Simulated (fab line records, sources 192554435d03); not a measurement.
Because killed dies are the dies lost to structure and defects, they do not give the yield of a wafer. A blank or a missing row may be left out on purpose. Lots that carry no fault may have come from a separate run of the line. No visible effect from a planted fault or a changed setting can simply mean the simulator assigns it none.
Which of the tools did it? / flow n5Finfet / 10 lots, 27 wafers sampled, at 5 steps of a route of 1938

## WHAT EACH GAUGE READ, for each wafer
N5_BEOL_M4_RC_MEAS_101. Usual: DIBL_N 36.9 mV/V, standard deviation 2.1; DIBL_P 37.1 mV/V, standard deviation 2.5; IOFF_N 0.17 nA/um, standard deviation 0.039; IOFF_P 0.23 nA/um, standard deviation 0.043; ION_N 673 uA/um, standard deviation 15; ION_P 462 uA/um, standard deviation 9.1; SS_N 71.8 mV/dec, standard deviation 0.69; SS_P 73.6 mV/dec, standard deviation 0.74; VT_N 250 mV, standard deviation 3.6; VT_P -249.7 mV, standard deviation 2.9.
lot=L318; measured=day 8 12:47; on=prober-01; DIBL_N (mV/V)=33.5 35.6 35.8; DIBL_P (mV/V)=33.0 35.0 35.6; IOFF_N (nA/um)=0.12 0.15 0.14; IOFF_P (nA/um)=0.17 0.19 0.19; ION_N (uA/um)=677 665 667; ION_P (uA/um)=465 453 452; SS_N (mV/dec)=70.8 71.1 70.7; SS_P (mV/dec)=72.1 72.9 73.2; VT_N (mV)=254 249 251; VT_P (mV)=-252.8 -252.3 -250.6; flag=
lot=L315; measured=day 8 17:35; on=prober-01; DIBL_N (mV/V)=37.9 39.5 37.5; DIBL_P (mV/V)=37.0 40.3 36.5; IOFF_N (nA/um)=0.18 0.22 0.16; IOFF_P (nA/um)=0.19 0.23 0.17; ION_N (uA/um)=674 687 664; ION_P (uA/um)=447 456 444; SS_N (mV/dec)=71.8 71.9 72.2; SS_P (mV/dec)=73.2 74.3 73.8; VT_N (mV)=248 247 253; VT_P (mV)=-249.9 -250.1 -252.8; flag=
lot=L320; measured=day 9 03:45; on=prober-01; DIBL_N (mV/V)=38.2 40.7; DIBL_P (mV/V)=38.3 40.6; IOFF_N (nA/um)=0.17 0.23; IOFF_P (nA/um)=0.27 0.31; ION_N (uA/um)=664 681; ION_P (uA/um)=468 468; SS_N (mV/dec)=71.4 72.2; SS_P (mV/dec)=73.9 74.6; VT_N (mV)=247 247; VT_P (mV)=-245.9 -244.4; flag=
lot=L319; measured=day 9 05:56; on=prober-02; DIBL_N (mV/V)=35.4 34.6 37.6; DIBL_P (mV/V)=35.1 34.5 37.6; IOFF_N (nA/um)=0.14 0.14 0.18; IOFF_P (nA/um)=0.20 0.19 0.22; ION_N (uA/um)=662 659 683; ION_P (uA/um)=456 451 469; SS_N (mV/dec)=71.9 72.0 72.3; SS_P (mV/dec)=74.4 73.8 74.3; VT_N (mV)=255 254 251; VT_P (mV)=-251.6 -250.6 -250.2; flag=
lot=L321; measured=day 9 06:20; on=prober-01; DIBL_N (mV/V)=35.2 38.6 39.4; DIBL_P (mV/V)=34.9 38.4 39.8; IOFF_N (nA/um)=0.13 0.20 0.21; IOFF_P (nA/um)=0.19 0.26 0.27; ION_N (uA/um)=657 673 680; ION_P (uA/um)=453 462 467; SS_N (mV/dec)=71.6 71.9 71.9; SS_P (mV/dec)=72.6 73.9 73.5; VT_N (mV)=254 250 245; VT_P (mV)=-252.9 -246.8 -245.6; flag=
lot=L327; measured=day 11 02:46; on=prober-02; DIBL_N (mV/V)=37.6 35.9; DIBL_P (mV/V)=40.2 36.7; IOFF_N (nA/um)=0.22 0.16; IOFF_P (nA/um)=0.29 0.21; ION_N (uA/um)=682 663; ION_P (uA/um)=468 455; SS_N (mV/dec)=72.4 72.2; SS_P (mV/dec)=73.5 73.3; VT_N (mV)=249 254; VT_P (mV)=-247.1 -252.4; flag=
lot=L328; measured=day 11 10:51; on=prober-01; DIBL_N (mV/V)=36.4 37.2; DIBL_P (mV/V)=37.1 37.6; IOFF_N (nA/um)=0.15 0.15; IOFF_P (nA/um)=0.22 0.23; ION_N (uA/um)=675 675; ION_P (uA/um)=465 472; SS_N (mV/dec)=72.1 71.5; SS_P (mV/dec)=73.7 73.6; VT_N (mV)=253 254; VT_P (mV)=-253.2 -250.4; flag=
lot=L332; measured=day 12 03:23; on=prober-01; DIBL_N (mV/V)=39.1 35.9 40.5; DIBL_P (mV/V)=39.0 36.4 42.4; IOFF_N (nA/um)=0.23 0.16 0.25; IOFF_P (nA/um)=0.26 0.21 0.31; ION_N (uA/um)=689 673 701; ION_P (uA/um)=473 457 476; SS_N (mV/dec)=72.1 71.3 72.7; SS_P (mV/dec)=73.4 73.0 74.5; VT_N (mV)=244 250 246; VT_P (mV)=-245.7 -250.8 -247.9; flag=
lot=L335; measured=day 12 20:01; on=prober-02; DIBL_N (mV/V)=35.4 37.2 36.7; DIBL_P (mV/V)=36.7 37.4 37.7; IOFF_N (nA/um)=0.15 0.17 0.18; IOFF_P (nA/um)=0.21 0.22 0.23; ION_N (uA/um)=682 679 694; ION_P (uA/um)=469 463 476; SS_N (mV/dec)=71.2 71.5 71.5; SS_P (mV/dec)=73.3 74.3 73.7; VT_N (mV)=250 250 246; VT_P (mV)=-251.0 -249.4 -250.5; flag=
lot=L334; measured=day 12 20:08; on=prober-01; DIBL_N (mV/V)=40.9 39.5 39.0; DIBL_P (mV/V)=43.4 40.8 40.5; IOFF_N (nA/um)=0.28 0.22 0.22; IOFF_P (nA/um)=0.34 0.28 0.28; ION_N (uA/um)=707 682 679; ION_P (uA/um)=486 456 463; SS_N (mV/dec)=74.2 73.1 72.7; SS_P (mV/dec)=75.1 75.3 74.5; VT_N (mV)=243 244 246; VT_P (mV)=-244.5 -247.6 -246.6; flag=

N5_PASSIVATION_CD_MEAS_44 targets a cd of 40000 nm. Usual: cdNm 39997 nm, standard deviation 5.2.
lot=L318; measured=day 12 12:07; on=cdSem-02; cdNm (nm)=39999 40001 39994; flag=
lot=L315; measured=day 12 22:14; on=cdSem-02; cdNm (nm)=39984 39985 39989; flag=
lot=L320; measured=day 13 03:05; on=cdSem-01; cdNm (nm)=40000 39999; flag=
lot=L319; measured=day 13 10:05; on=cdSem-01; cdNm (nm)=39995 39988 40003; flag=
lot=L321; measured=day 13 11:50; on=cdSem-01; cdNm (nm)=39994 39998 39997; flag=
lot=L327; measured=day 15 02:32; on=cdSem-01; cdNm (nm)=40005 40002; flag=
lot=L328; measured=day 15 15:11; on=cdSem-01; cdNm (nm)=39994 40003; flag=
lot=L332; measured=day 16 01:26; on=cdSem-01; cdNm (nm)=39996 39989 39992; flag=
lot=L335; measured=day 16 14:57; on=cdSem-03; cdNm (nm)=40001; flag=
lot=L334; measured=day 17 02:46; on=cdSem-01; cdNm (nm)=40004 40001; flag=

## WHAT TOOL EACH LOT RAN ON (gives the tool, then ch and the chambers of the sampled wafers, and finally the start)
lot=L318; N5_BEOL_M5_EXPOSE_25=euvScanner-02 ch 0, day 8 15:57; N5_PASSIVATION_PASS_ETCH_74=rieDiel-04 ch 0,3, day 12 08:40; N5_PASSIVATION_VIA_ETCH_13=rieDiel-04 ch 0,3, day 12 08:46
lot=L315; N5_BEOL_M5_EXPOSE_25=euvScanner-01 ch 0, day 9 00:18; N5_PASSIVATION_PASS_ETCH_74=rieDiel-01 ch 1,2,3, day 12 17:43; N5_PASSIVATION_VIA_ETCH_13=rieDiel-01 ch 1,2,3, day 12 17:49
lot=L320; N5_BEOL_M5_EXPOSE_25=euvScanner-01 ch 0, day 9 08:55; N5_PASSIVATION_PASS_ETCH_74=rieDiel-01 ch 1, day 12 23:52; N5_PASSIVATION_VIA_ETCH_13=rieDiel-01 ch 1, day 12 23:57
lot=L319; N5_BEOL_M5_EXPOSE_25=euvScanner-01 ch 0, day 9 11:20; N5_PASSIVATION_PASS_ETCH_74=rieDiel-04 ch 1,2,3, day 13 06:41; N5_PASSIVATION_VIA_ETCH_13=rieDiel-04 ch 1,2,3, day 13 06:46
lot=L321; N5_BEOL_M5_EXPOSE_25=euvScanner-02 ch 0, day 9 11:57; N5_PASSIVATION_PASS_ETCH_74=rieDiel-04 ch 0,1,3, day 13 07:53; N5_PASSIVATION_VIA_ETCH_13=rieDiel-04 ch 0,1,3, day 13 07:58
lot=L327; N5_BEOL_M5_EXPOSE_25=euvScanner-01 ch 0, day 11 07:04; N5_PASSIVATION_PASS_ETCH_74=rieDiel-02 ch 0,2, day 14 22:48; N5_PASSIVATION_VIA_ETCH_13=rieDiel-02 ch 0,2, day 14 22:53
lot=L328; N5_BEOL_M5_EXPOSE_25=euvScanner-02 ch 0, day 11 16:28; N5_PASSIVATION_PASS_ETCH_74=rieDiel-02 ch 2, day 15 06:20; N5_PASSIVATION_VIA_ETCH_13=rieDiel-02 ch 2, day 15 06:25
lot=L332; N5_BEOL_M5_EXPOSE_25=euvScanner-01 ch 0, day 12 07:30; N5_PASSIVATION_PASS_ETCH_74=rieDiel-02 ch 1,2, day 15 22:14; N5_PASSIVATION_VIA_ETCH_13=rieDiel-02 ch 1,2, day 15 22:20
lot=L335; N5_BEOL_M5_EXPOSE_25=euvScanner-01 ch 0, day 12 23:57; N5_PASSIVATION_PASS_ETCH_74=rieDiel-01 ch 0, day 16 11:45; N5_PASSIVATION_VIA_ETCH_13=rieDiel-01 ch 0, day 16 11:50
lot=L334; N5_BEOL_M5_EXPOSE_25=euvScanner-01 ch 0, day 13 00:20; N5_PASSIVATION_PASS_ETCH_74=rieDiel-02 ch 0,3, day 16 22:59; N5_PASSIVATION_VIA_ETCH_13=rieDiel-02 ch 0,3, day 16 23:05
- N5_BEOL_M5_EXPOSE_25: exposes mask V4, defocus 10 nm.
- N5_PASSIVATION_PASS_ETCH_74: etches SiNx in CF4/O2, target depth 220 nm, time 110 s.
- N5_PASSIVATION_VIA_ETCH_13: etches SiO2 in CHF3/O2, target depth 660 nm, time 330 s.

## AS READ BY THE TOOLS THEMSELVES (means over the sampled wafers that have a number; for cases with no such wafer, the mark the record gives instead)
N5_PASSIVATION_PASS_ETCH_74. Usual: chamberPressureMTorr is 40.00 mTorr with standard deviation 0.033, drypumpMotorCurrentA is 6.0 A with standard deviation 0.58, mfcArSccm is 100.0 sccm with standard deviation 0.3, oesProductAu is 0.76 a.u. with standard deviation 0.063, rfVppV is 240 V with standard deviation 7.4, showerheadPlenumPTorr is 2.19 Torr with standard deviation 0.065, and throttleValvePct is 15.95 % with standard deviation 0.21.
lot=L318; tool=rieDiel-04; chamberPressureMTorr (mTorr)=40.00; drypumpMotorCurrentA (A)=6.3; mfcArSccm (sccm)=100.0; oesProductAu (a.u.)=0.73; rfVppV (V)=253; showerheadPlenumPTorr (Torr)=2.23; throttleValvePct (%)=16.04; flag=
lot=L315; tool=rieDiel-01; chamberPressureMTorr (mTorr)=40.01; drypumpMotorCurrentA (A)=6.5; mfcArSccm (sccm)=100.1; oesProductAu (a.u.)=0.76; rfVppV (V)=236; showerheadPlenumPTorr (Torr)=2.18; throttleValvePct (%)=15.86; flag=
lot=L320; tool=rieDiel-01; chamberPressureMTorr (mTorr)=40.03; drypumpMotorCurrentA (A)=6.3; mfcArSccm (sccm)=100.0; oesProductAu (a.u.)=0.81; rfVppV (V)=228; showerheadPlenumPTorr (Torr)=2.23; throttleValvePct (%)=16.08; flag=
lot=L319; tool=rieDiel-04; chamberPressureMTorr (mTorr)=39.96; drypumpMotorCurrentA (A)=5.8; mfcArSccm (sccm)=100.2; oesProductAu (a.u.)=0.77; rfVppV (V)=239; showerheadPlenumPTorr (Torr)=2.15; throttleValvePct (%)=15.92; flag=
lot=L321; tool=rieDiel-04; chamberPressureMTorr (mTorr)=39.97; drypumpMotorCurrentA (A)=5.9; mfcArSccm (sccm)=100.1; oesProductAu (a.u.)=0.77; rfVppV (V)=245; showerheadPlenumPTorr (Torr)=2.21; throttleValvePct (%)=16.00; flag=
lot=L327; tool=rieDiel-02; chamberPressureMTorr (mTorr)=40.01; drypumpMotorCurrentA (A)=5.9; mfcArSccm (sccm)=99.9; oesProductAu (a.u.)=0.84; rfVppV (V)=232; showerheadPlenumPTorr (Torr)=2.28; throttleValvePct (%)=15.86; flag=
lot=L328; tool=rieDiel-02; chamberPressureMTorr (mTorr)=39.97; drypumpMotorCurrentA (A)=6.2; mfcArSccm (sccm)=99.8; oesProductAu (a.u.)=0.83; rfVppV (V)=236; showerheadPlenumPTorr (Torr)=2.33; throttleValvePct (%)=15.87; flag=
lot=L332; tool=rieDiel-02; chamberPressureMTorr (mTorr)=39.99; drypumpMotorCurrentA (A)=5.9; mfcArSccm (sccm)=99.7; oesProductAu (a.u.)=0.79; rfVppV (V)=237; showerheadPlenumPTorr (Torr)=2.28; throttleValvePct (%)=15.94; flag=
lot=L335; tool=rieDiel-01; chamberPressureMTorr (mTorr)=40.03; drypumpMotorCurrentA (A)=5.1; mfcArSccm (sccm)=100.7; oesProductAu (a.u.)=0.81; rfVppV (V)=243; showerheadPlenumPTorr (Torr)=2.13; throttleValvePct (%)=15.70; flag=
lot=L334; tool=rieDiel-02; chamberPressureMTorr (mTorr)=39.97; drypumpMotorCurrentA (A)=5.8; mfcArSccm (sccm)=100.2; oesProductAu (a.u.)=0.75; rfVppV (V)=237; showerheadPlenumPTorr (Torr)=2.20; throttleValvePct (%)=16.17; flag=

N5_PASSIVATION_VIA_ETCH_13. Usual: chamberPressureMTorr 30.001 mTorr, standard deviation 0.026; drypumpMotorCurrentA 6.0 A, standard deviation 0.58; etchRfOnTimeS 240 s, standard deviation 7.5; mfcArSccm 200.0 sccm, standard deviation 0.63; oesProductAu 0.68 a.u., standard deviation 0.053; rfVppV 521 V, standard deviation 15; showerheadPlenumPTorr 2.39 Torr, standard deviation 0.081; throttleValvePct 18.81 %, standard deviation 0.26.
lot=L318; tool=rieDiel-04; chamberPressureMTorr (mTorr)=29.970; drypumpMotorCurrentA (A)=6.3; etchRfOnTimeS (s)=241; mfcArSccm (sccm)=200.2; oesProductAu (a.u.)=0.66; rfVppV (V)=548; showerheadPlenumPTorr (Torr)=2.43; throttleValvePct (%)=18.88; flag=
lot=L315; tool=rieDiel-01; chamberPressureMTorr (mTorr)=29.986; drypumpMotorCurrentA (A)=6.5; etchRfOnTimeS (s)=245; mfcArSccm (sccm)=200.2; oesProductAu (a.u.)=0.69; rfVppV (V)=515; showerheadPlenumPTorr (Torr)=2.38; throttleValvePct (%)=18.72; flag=
lot=L320; tool=rieDiel-01; chamberPressureMTorr (mTorr)=30.010; drypumpMotorCurrentA (A)=6.3; etchRfOnTimeS (s)=246; mfcArSccm (sccm)=200.4; oesProductAu (a.u.)=0.74; rfVppV (V)=498; showerheadPlenumPTorr (Torr)=2.45; throttleValvePct (%)=19.14; flag=
lot=L319; tool=rieDiel-04; chamberPressureMTorr (mTorr)=30.037; drypumpMotorCurrentA (A)=5.8; etchRfOnTimeS (s)=240; mfcArSccm (sccm)=199.5; oesProductAu (a.u.)=0.69; rfVppV (V)=522; showerheadPlenumPTorr (Torr)=2.34; throttleValvePct (%)=18.75; flag=
lot=L321; tool=rieDiel-04; chamberPressureMTorr (mTorr)=30.002; drypumpMotorCurrentA (A)=5.9; etchRfOnTimeS (s)=238; mfcArSccm (sccm)=200.1; oesProductAu (a.u.)=0.69; rfVppV (V)=533; showerheadPlenumPTorr (Torr)=2.41; throttleValvePct (%)=18.85; flag=
lot=L327; tool=rieDiel-02; chamberPressureMTorr (mTorr)=29.992; drypumpMotorCurrentA (A)=5.9; etchRfOnTimeS (s)=243; mfcArSccm (sccm)=199.7; oesProductAu (a.u.)=0.76; rfVppV (V)=504; showerheadPlenumPTorr (Torr)=2.50; throttleValvePct (%)=18.81; flag=
lot=L328; tool=rieDiel-02; chamberPressureMTorr (mTorr)=30.004; drypumpMotorCurrentA (A)=6.2; etchRfOnTimeS (s)=238; mfcArSccm (sccm)=200.1; oesProductAu (a.u.)=0.74; rfVppV (V)=514; showerheadPlenumPTorr (Torr)=2.54; throttleValvePct (%)=18.75; flag=
lot=L332; tool=rieDiel-02; chamberPressureMTorr (mTorr)=30.024; drypumpMotorCurrentA (A)=5.9; etchRfOnTimeS (s)=236; mfcArSccm (sccm)=200.6; oesProductAu (a.u.)=0.71; rfVppV (V)=517; showerheadPlenumPTorr (Torr)=2.49; throttleValvePct (%)=18.81; flag=
lot=L335; tool=rieDiel-01; chamberPressureMTorr (mTorr)=30.014; drypumpMotorCurrentA (A)=5.1; etchRfOnTimeS (s)=224; mfcArSccm (sccm)=200.7; oesProductAu (a.u.)=0.73; rfVppV (V)=528; showerheadPlenumPTorr (Torr)=2.31; throttleValvePct (%)=18.50; flag=
lot=L334; tool=rieDiel-02; chamberPressureMTorr (mTorr)=29.960; drypumpMotorCurrentA (A)=5.8; etchRfOnTimeS (s)=243; mfcArSccm (sccm)=199.6; oesProductAu (a.u.)=0.68; rfVppV (V)=514; showerheadPlenumPTorr (Torr)=2.41; throttleValvePct (%)=19.09; flag=

## THE ANSWER, worked out from the rows above alone
Rule: a lot is off if the mean of its wafers that have a number lies more than 3 standard deviations from the usual mean. A lot without any number at a reading at which 4 lots or more have one is off too. Where the step has rows for the other lots, those lots are counted as sound. Order of review: gauges by route order, followed by the tools' own readings, for which a lot's mean as printed above is used. The first step at which some lot is off is used, and at that step the reading that is off furthest; a lot without a number counts as furthest.
Across all readings shown, no lot is off: no conclusion can be drawn from this.

## WHAT THE SIMULATOR PUT IN
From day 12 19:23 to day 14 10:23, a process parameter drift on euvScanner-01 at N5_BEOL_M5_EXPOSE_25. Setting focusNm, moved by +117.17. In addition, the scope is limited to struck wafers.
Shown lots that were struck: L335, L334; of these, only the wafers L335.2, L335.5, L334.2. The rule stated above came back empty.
